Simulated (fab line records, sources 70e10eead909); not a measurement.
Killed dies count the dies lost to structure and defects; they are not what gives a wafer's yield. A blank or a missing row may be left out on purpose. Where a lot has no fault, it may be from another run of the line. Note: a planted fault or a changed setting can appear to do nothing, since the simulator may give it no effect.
The tool behind it: which one? ; flow nandHarc ; 12 lots with 36 wafers sampled at 7 steps, on a route of 1159 steps

## WHAT THE GAUGES READ, wafer by wafer
NHARC_P_CONTACT_CD_MEAS_12: target cd 90 nm. Usual: 90.0 nm for cdNm, sd 0.73.
lot;measured;on;cdNm (nm);flag
L283;day 5 06:40;cdSem-01;90.7 90.3 90.3;
L285;day 5 22:23;cdSem-02;89.2 90.3 89.5;
L292;day 7 20:49;cdSem-02;72.2 90.1 90.4;OFF
L293;day 8 01:09;cdSem-03;72.6 91.6 91.2;OFF
L296;day 8 17:29;cdSem-03;89.1 88.1 88.6;
L295;day 8 18:08;cdSem-03;70.9 70.4 90.5;OFF
L294;day 8 18:25;cdSem-02;89.7 89.9 89.9;
L300;day 9 11:22;cdSem-01;88.8 89.6 90.1;
L299;day 9 12:55;cdSem-01;90.1 90.0 89.6;
L301;day 10 00:17;cdSem-03;90.4 90.6 89.9;
L305;day 11 01:03;cdSem-01;90.7 89.7 89.5;
L306;day 11 01:30;cdSem-03;89.1 90.6 89.5;

NHARC_P_CONTACT_OVL_MEAS_13. Usual: overlayXNm 0.1 nm, standard deviation 0.75; overlayYNm -0.1 nm, standard deviation 0.9.
lot;measured;on;overlayXNm (nm);overlayYNm (nm);flag
L283;day 5 06:45;overlay-02;0.0 -0.2 0.0;0.6 0.1 -0.6;
L285;day 5 22:28;overlay-01;-0.7 -0.4 -0.7;0.9 0.7 1.3;
L292;day 7 20:54;overlay-02;1.7 0.8 0.7;1.1 1.5 1.1;
L293;day 8 01:14;overlay-01;0.0 0.8 -0.1;0.2 1.1 0.3;
L296;day 8 17:34;overlay-02;-1.1 -0.9 -0.7;-0.3 -0.9 -0.8;
L295;day 8 18:13;overlay-01;1.4 1.3 0.9;-0.7 -0.7 -0.6;
L294;day 8 18:30;overlay-02;0.4 0.0 0.4;0.0 0.4 0.6;
L300;day 9 11:26;overlay-02;1.0 1.1 0.8;0.4 -0.2 0.6;
L299;day 9 12:59;overlay-01;-0.5 -0.7 -0.6;-1.4 -1.8 -1.1;
L301;day 10 00:23;overlay-01;0.6 0.7 0.5;-0.8 -0.8 0.0;
L305;day 11 01:09;overlay-01;-0.5 -0.9 -0.8;0.2 -0.5 -0.5;
L306;day 11 01:35;overlay-02;-0.3 -0.2 0.1;1.9 1.6 1.8;

NHARC_P_CONTACT_CD_MEAS_19. Usual: 89.5 nm for cdNm, sd 2.1.
lot;measured;on;cdNm (nm);flag
L283;day 5 07:43;cdSem-03;92.3 91.5 91.2;
L285;day 5 23:29;cdSem-03;90.4 90.7 89.6;
L292;day 7 21:52;cdSem-02;71.6 91.6 88.2;
L293;day 8 02:12;cdSem-01;73.2 91.2 94.7;
L296;day 8 18:40;cdSem-03;89.4 88.4 84.5;
L295;day 8 19:13;cdSem-01;70.5 70.1 91.1;OFF
L294;day 8 19:31;cdSem-02;88.9 89.0 88.4;
L300;day 9 12:25;cdSem-01;89.0 85.3 86.6;
L299;day 9 13:58;cdSem-02;88.4 88.8 89.8;
L301;day 10 01:21;cdSem-01;87.1 90.0 91.9;
L305;day 11 02:08;cdSem-03;88.0 87.9 86.3;
L306;day 11 02:38;cdSem-02;91.1 89.3 88.8;

NHARC_END_SORT_01. Usual: killedAtArray 25, standard deviation 7.8; killedAtOther 0.6, standard deviation 0.81; killedAtPeriphery 3.3, standard deviation 2.2; killedDies 29, standard deviation 8.2; killedOpen 3.5, standard deviation 1.9; killedShort 1.8, standard deviation 1.3.
lot;measured;on;killedAtArray;killedAtOther;killedAtPeriphery;killedDies;killedOpen;killedShort;flag
L292;day 21 18:49;prober-02;26 23 31;1 2 1;543 2 3;570 27 35;5 3 8;2 0 1;OFF
L293;day 21 11:03;prober-01;29 29 26;0 0 2;418 4 4;447 33 32;5 6 2;0 1 5;OFF
L295;day 22 01:54;prober-02;25 19 33;0 0 0;552 571 1;577 590 34;6 2 5;1 2 2;OFF
L294;day 23 04:03;prober-02;38 45 36;3 0 3;3 1 2;44 46 41;3 4 2;1 5 1;

## WHAT TOOL EACH LOT RAN ON (gives the tool, then ch and the chambers of the sampled wafers, and finally the start)
lot;NHARC_P_GATE_STRIP_113;NHARC_P_GATE_RTA_80;NHARC_P_CONTACT_PEB_10
L283;plasmaAsher-01 ch 0, day 5 02:38;rtpAnneal-01 ch 0, day 5 04:32;lithoTrack-06 ch 0, day 5 06:35
L285;plasmaAsher-01 ch 0,1, day 5 17:50;rtpAnneal-01 ch 0, day 5 19:55;lithoTrack-04 ch 0, day 5 22:19
L292;plasmaAsher-02 ch 0,1, day 7 16:28;rtpAnneal-02 ch 0, day 7 18:29;lithoTrack-06 ch 0, day 7 20:44
L293;plasmaAsher-01 ch 0,1, day 7 20:29;rtpAnneal-01 ch 0, day 7 22:50;lithoTrack-06 ch 0, day 8 01:04
L296;plasmaAsher-02 ch 0,1, day 8 13:25;rtpAnneal-01 ch 0, day 8 15:12;lithoTrack-01 ch 0, day 8 17:24
L295;plasmaAsher-01 ch 0,1, day 8 13:46;rtpAnneal-01 ch 0, day 8 15:51;lithoTrack-06 ch 0, day 8 18:03
L294;plasmaAsher-02 ch 0,1, day 8 14:16;rtpAnneal-02 ch 0, day 8 16:09;lithoTrack-04 ch 0, day 8 18:20
L300;plasmaAsher-02 ch 0,1, day 9 07:18;rtpAnneal-02 ch 0, day 9 09:13;lithoTrack-01 ch 0, day 9 11:17
L299;plasmaAsher-01 ch 0, day 9 08:13;rtpAnneal-01 ch 0, day 9 10:10;lithoTrack-04 ch 0, day 9 12:50
L301;plasmaAsher-01 ch 0,1, day 9 20:22;rtpAnneal-02 ch 0, day 9 22:10;lithoTrack-04 ch 0, day 10 00:13
L305;plasmaAsher-02 ch 0,1, day 10 21:00;rtpAnneal-02 ch 0, day 10 22:47;lithoTrack-01 ch 0, day 11 00:58
L306;plasmaAsher-01 ch 0,1, day 10 21:34;rtpAnneal-02 ch 0, day 10 23:17;lithoTrack-01 ch 0, day 11 01:25
- NHARC_P_GATE_STRIP_113: strips in N2/H2, time 740 s.
- NHARC_P_GATE_RTA_80: time 30 s.
- NHARC_P_CONTACT_PEB_10: peb time 65 s.

## AS READ BY THE TOOLS THEMSELVES (means over the sampled wafers that have a number; for cases with no such wafer, the mark the record gives instead)
NHARC_P_GATE_STRIP_113. Usual: drypumpMotorCurrentA 5.8 A, standard deviation 0.32; heaterPowerW 95 W, standard deviation 9.5.
lot;tool;drypumpMotorCurrentA (A);heaterPowerW (W);flag
L283;plasmaAsher-01;5.9;104;
L285;plasmaAsher-01;6.0;101;
L292;plasmaAsher-02;5.4;91;
L293;plasmaAsher-01;6.0;93;
L296;plasmaAsher-02;5.3;91;
L295;plasmaAsher-01;6.0;92;
L294;plasmaAsher-02;5.4;93;
L300;plasmaAsher-02;5.4;96;
L299;plasmaAsher-01;5.9;107;
L301;plasmaAsher-01;6.0;93;
L305;plasmaAsher-02;5.4;95;
L306;plasmaAsher-01;6.0;101;

NHARC_P_GATE_RTA_80. Usual: lampPowerPct 2.02 %, standard deviation 0.12; lamp_zone_5_pct 2.02 %, standard deviation 0.12; wafer_temp_C_max 301.3, standard deviation 0.37.
lot;tool;lampPowerPct (%);lamp_zone_5_pct (%);wafer_temp_C_max;flag
L283;rtpAnneal-01;2.12;2.12;301.3;
L285;rtpAnneal-01;2.12;2.12;301.7;
L292;rtpAnneal-02;1.89;1.89;300.9;
L293;rtpAnneal-01;2.12;2.12;301.1;
L296;rtpAnneal-01;2.13;2.12;301.8;
L295;rtpAnneal-01;2.12;2.12;301.7;
L294;rtpAnneal-02;1.89;1.89;300.9;
L300;rtpAnneal-02;1.89;1.89;301.0;
L299;rtpAnneal-01;2.12;2.12;301.5;
L301;rtpAnneal-02;1.89;1.88;301.0;
L305;rtpAnneal-02;1.89;1.89;301.1;
L306;rtpAnneal-02;1.89;1.89;301.2;

NHARC_P_CONTACT_PEB_10. Usual: heaterPowerTotalW 156.6 W, standard deviation 0.41; resistLineTempC 23.03 C, standard deviation 0.097.
lot;tool;heaterPowerTotalW (W);resistLineTempC (C);flag
L283;lithoTrack-06;156.3;22.99;
L285;lithoTrack-04;156.2;22.99;
L292;lithoTrack-06;172.9;23.05;OFF
L293;lithoTrack-06;172.4;23.11;OFF
L296;lithoTrack-01;156.6;23.00;
L295;lithoTrack-06;188.8;22.96;OFF
L294;lithoTrack-04;156.3;23.07;
L300;lithoTrack-01;156.4;23.05;
L299;lithoTrack-04;156.4;22.99;
L301;lithoTrack-04;156.7;23.11;
L305;lithoTrack-01;156.6;23.11;
L306;lithoTrack-01;156.5;23.09;

## THE ANSWER, worked out from the rows above alone
Rule: lot off if the mean of its wafers having a number is beyond 3 standard deviations from the usual mean. Also off: a lot with no number at a reading for which 4 or more lots have one. Where the step has rows for the other lots, those lots are counted as sound. Order of review: gauges by route order, followed by the tools' own readings, for which a lot's mean as printed above is used. The first step at which some lot is off is used, and at that step the reading that is off furthest; a lot without a number counts as furthest.
Off: L292, L293, L295 (NHARC_P_CONTACT_CD_MEAS_12, cdNm).
A tool fits if, at a process step before that reading, it ran every lot that is off, and no sound lot after the first of them. Not tried: the gauges at NHARC_P_CONTACT_CD_MEAS_12; whatever is off there is also off at NHARC_END_SORT_01, on other tools, and gauge error can't account for it. One fits: NHARC_P_CONTACT_PEB_10 on lithoTrack-06. Its last sound lot is L283 (day 5 06:35), its first lot that is off L292 (day 7 20:44): a fault that began between those two fits.
On the lots that are off, the tool's own readings at NHARC_P_CONTACT_PEB_10 differ by more than 5 times the standard deviation of the sound lots' means, which bears it out; heaterPowerTotalW reads 178.0 W there versus 156.4 W on the sound lots.

## WHAT WAS PUT IN BY THE SIMULATOR
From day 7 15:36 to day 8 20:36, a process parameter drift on lithoTrack-06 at NHARC_P_CONTACT_PEB_10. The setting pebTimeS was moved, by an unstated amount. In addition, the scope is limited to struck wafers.
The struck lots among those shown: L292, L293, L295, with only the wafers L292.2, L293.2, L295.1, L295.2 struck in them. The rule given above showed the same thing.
